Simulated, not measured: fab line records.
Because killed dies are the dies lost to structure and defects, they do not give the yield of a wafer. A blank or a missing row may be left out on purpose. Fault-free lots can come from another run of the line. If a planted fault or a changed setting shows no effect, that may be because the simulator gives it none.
Chamber matching | flow n5-finfet | N5_BEOL_M1_ETCH_77 on rie-diel-04: 4 sister chambers
The step etches underlayer in N2/H2, target depth 6.5 nm, time 5.2 s. 4 wafers are shown with their chamber, then 8 later ones without.

EACH WAFER AND ITS CHAMBER
wafer  | chamber | drypump-motor-current-A (A)
L087.6 | 0       | 5.6
L092.1 | 2       | 5.7
L092.2 | 1       | 6.3
L093.1 | 3       | 5.7

WAFERS WITHOUT THEIR CHAMBER
wafer  | drypump-motor-current-A (A)
L093.3 | 6.3
L093.4 | 5.7
L095.2 | 5.7
L095.4 | 5.7
L095.5 | 5.8
L096.1 | 5.6
L096.4 | 5.7
L096.5 | 5.8

WHICH CHAMBER EACH ONE RAN IN
wafer  | from the rows above     | in truth
L093.3 | 1                       | 1
L093.4 | can't be placed: 2 or 3 | 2
L095.2 | can't be placed: 2 or 3 | 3
L095.4 | can't be placed: 2 or 3 | 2
L095.5 | can't be placed: 2 or 3 | 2
L096.1 | 0                       | 0
L096.4 | can't be placed: 2 or 3 | 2
L096.5 | can't be placed: 2 or 3 | 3
Placed correctly: 2 of 8. Cannot be placed on the basis of these rows: 6; the candidates contain the true chamber in 6. Number placed wrongly: 0.
How it was worked out, from the rows above alone: a wafer's distance from a chamber is the root of the sum, over the readings, of the square of ((its reading less the chamber's mean) divided by the reading's scatter). If the next closest chamber is less than 2 further off than the closest, the wafer can't be placed; otherwise it belongs to the closest. The mean given for a chamber averages the wafers shown for that chamber. The scatter: with one shown wafer a chamber, the root of the mean of the squares of how far each hidden wafer lies from its nearest shown one.
